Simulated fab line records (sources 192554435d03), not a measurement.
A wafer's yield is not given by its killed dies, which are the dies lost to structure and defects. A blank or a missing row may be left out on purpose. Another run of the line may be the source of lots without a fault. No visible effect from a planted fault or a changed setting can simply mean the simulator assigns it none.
Lot-split experiment + flow n5_finfet + 7 lots, 39 wafers read, on a route of 1938 steps

== THE SPLIT ==
At N5_BEOL_M14_ETCH_59 (etches BARC in N2/H2, target depth 89 nm, overetch 26.7 nm, time 67.9 s), the setting time_s was moved away from the recipe's 67.9 s on 15 of the 39 wafers read, by -38.5% to +44.5%. The other wafers ran this setting at the recipe's value.

== FROM THE SPLIT TO THE READING: what the file shows between them, 5 steps ==
- N5_BEOL_M14_VIA_ETCH_16: etches SiO2 in C4F8/O2/Ar, target depth 1231.3 nm
- N5_BEOL_M14_STRIP_63: strips in O2
- N5_BEOL_M14_STRIP_64: strips in O2
- N5_BEOL_M14_STRIP_71: strips in post etch residue remover, time 60 s
- N5_BEOL_M14_SRD_72: time 30 s, dry time 30 s

== THE READING ==
cd_nm, in nm, at N5_BEOL_M14_CD_MEAS_17 (target cd 250 nm). A value of 251.5 nm with a standard deviation of 2.1 nm is what fault-free wafers of this fab line usually give.

| wafer  | tool, chamber at the split | time_s as run, s | against the recipe | cd_nm, nm | against lot-mates on the recipe |
|--------|----------------------------|------------------|--------------------|-----------|---------------------------------|
| L078.1 | rie_diel-01, 1             | 67.9             | recipe             | 250.7     | -                               |
| L078.2 | rie_diel-01, 0             | 67.9             | recipe             | 251.3     | -                               |
| L078.3 | rie_diel-01, 3             | 67.9             | recipe             | 252.8     | -                               |
| L078.4 | rie_diel-01, 2             | 98.14            | +44.5%             | 262.3     | +10.7                           |
| L078.5 | rie_diel-01, 2             | 98.14            | +44.5%             | 260.8     | +9.2                            |
| L078.6 | rie_diel-01, 3             | 98.14            | +44.5%             | 258.1     | +6.5                            |
| L081.1 | rie_diel-01, 3             | 67.9             | recipe             | 252.0     | -                               |
| L081.2 | rie_diel-01, 1             | 67.9             | recipe             | 250.0     | -                               |
| L081.3 | rie_diel-01, 2             | 67.9             | recipe             | 254.3     | -                               |
| L083.1 | rie_diel-04, 0             | 67.9             | recipe             | 249.2     | -                               |
| L083.2 | rie_diel-04, 1             | 57.31            | -15.6%             | 243.6     | -5.8                            |
| L083.3 | rie_diel-04, 3             | 57.31            | -15.6%             | 247.6     | -1.8                            |
| L083.4 | rie_diel-04, 3             | 67.9             | recipe             | 250.0     | -                               |
| L083.5 | rie_diel-04, 0             | 57.31            | -15.6%             | 246.3     | -3.1                            |
| L083.6 | rie_diel-04, 1             | 67.9             | recipe             | 249.1     | -                               |
| L084.1 | rie_diel-04, 0             | 67.9             | recipe             | 247.8     | -                               |
| L084.2 | rie_diel-04, 1             | 67.9             | recipe             | 250.0     | -                               |
| L084.3 | rie_diel-04, 3             | 67.9             | recipe             | 253.3     | -                               |
| L084.4 | rie_diel-04, 0             | 67.9             | recipe             | 249.3     | -                               |
| L084.5 | rie_diel-04, 3             | 67.9             | recipe             | 247.5     | -                               |
| L084.6 | rie_diel-04, 1             | 67.9             | recipe             | 248.3     | -                               |
| L088.1 | rie_diel-04, 2             | 67.9             | recipe             | 250.9     | -                               |
| L088.2 | rie_diel-04, 3             | 41.75            | -38.5%             | 244.2     | -6.1                            |
| L088.3 | rie_diel-04, 0             | 67.9             | recipe             | 251.2     | -                               |
| L088.4 | rie_diel-04, 1             | 67.9             | recipe             | 248.7     | -                               |
| L088.5 | rie_diel-04, 2             | 41.75            | -38.5%             | 244.0     | -6.3                            |
| L088.6 | rie_diel-04, 1             | 41.75            | -38.5%             | 245.2     | -5.1                            |
| L087.1 | rie_diel-04, 2             | 67.9             | recipe             | 253.1     | -                               |
| L087.2 | rie_diel-04, 3             | 67.9             | recipe             | 252.1     | -                               |
| L087.3 | rie_diel-04, 0             | 67.9             | recipe             | 250.9     | -                               |
| L087.4 | rie_diel-04, 1             | 56.39            | -17.0%             | 250.5     | -1.5                            |
| L087.5 | rie_diel-04, 0             | 56.39            | -17.0%             | 249.9     | -2.1                            |
| L087.6 | rie_diel-04, 1             | 56.39            | -17.0%             | 249.1     | -2.9                            |
| L096.1 | rie_diel-01, 0             | 67.9             | recipe             | 252.2     | -                               |
| L096.2 | rie_diel-01, 3             | 67.9             | recipe             | 251.5     | -                               |
| L096.3 | rie_diel-01, 2             | 49.99            | -26.4%             | 249.5     | -3.0                            |
| L096.4 | rie_diel-01, 1             | 49.99            | -26.4%             | 246.6     | -5.9                            |
| L096.5 | rie_diel-01, 0             | 67.9             | recipe             | 253.7     | -                               |
| L096.6 | rie_diel-01, 3             | 49.99            | -26.4%             | 247.6     | -4.9                            |

THE FIT
A straight line over all 39 wafers: cd_nm changes by +0.183 nm for each +1% of time_s; r = +0.87; the points scatter about the line by 2 nm.
The same after taking each lot's own level away (the mean of its wafers on the recipe; 39 wafers): +0.178 nm for each +1%; r = +0.92; scatter 1.4 nm.
The reading moves by 7.9 nm for the largest change in time_s, on that fit.
The span of the lots' own levels, 249.37 to 252.47 nm, comes to 1.5 times the standard deviation stated above.
So the lot-to-lot level changes the slope little: the two slopes agree.
Check: for one of the wafers moved furthest among these (+44.5%), held out of the fit, the line's prediction against its lot-mates is +7.45 nm. It came out at +10.7 nm against them.

== OTHER SPLITS APPLIED TO THESE WAFERS ==
Note: prior to the reading, these wafers also went through further splits. Each is held against what the fit with the lots' levels taken away leaves over:
| other split on the same wafers   | wafers away from the commonest value | r with cd_nm (lot level and that fit taken away) |
|----------------------------------|--------------------------------------|--------------------------------------------------|
| N5_BEOL_M6_TRENCH_ETCH_37 time_s | 12                                   | -0.11                                            |

== THE WHOLE CHAIN: every reading that the file lists as answering this split, in the file's order ==
| step                    | what it does                                                            | reading                                                                          | change (the file's fit)               | r (the file's) |
|-------------------------|-------------------------------------------------------------------------|----------------------------------------------------------------------------------|---------------------------------------|----------------|
| N5_BEOL_M14_ETCH_59     | etches BARC in N2/H2, target depth 89 nm, overetch 26.7 nm, time 67.9 s | coat_of_BEOL_M14_COAT_04.thk_nm (the simulator's own value, which no gauge read) | -0.638 nm for each +1% of the setting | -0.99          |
| N5_BEOL_M14_VIA_ETCH_16 | etches SiO2 in C4F8/O2/Ar, target depth 1231.3 nm                       | coat_of_BEOL_M14_COAT_04.thk_nm (the simulator's own value, which no gauge read) | -0.678 nm for each +1% of the setting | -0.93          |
| N5_BEOL_M14_CD_MEAS_17  | target cd 250 nm                                                        | cd_nm                                                                            | +0.177 nm for each +1% of the setting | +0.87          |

== THE FILE'S OWN FIT ==
cd_nm changes by +0.177 nm for each +1% of time_s, r = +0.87.
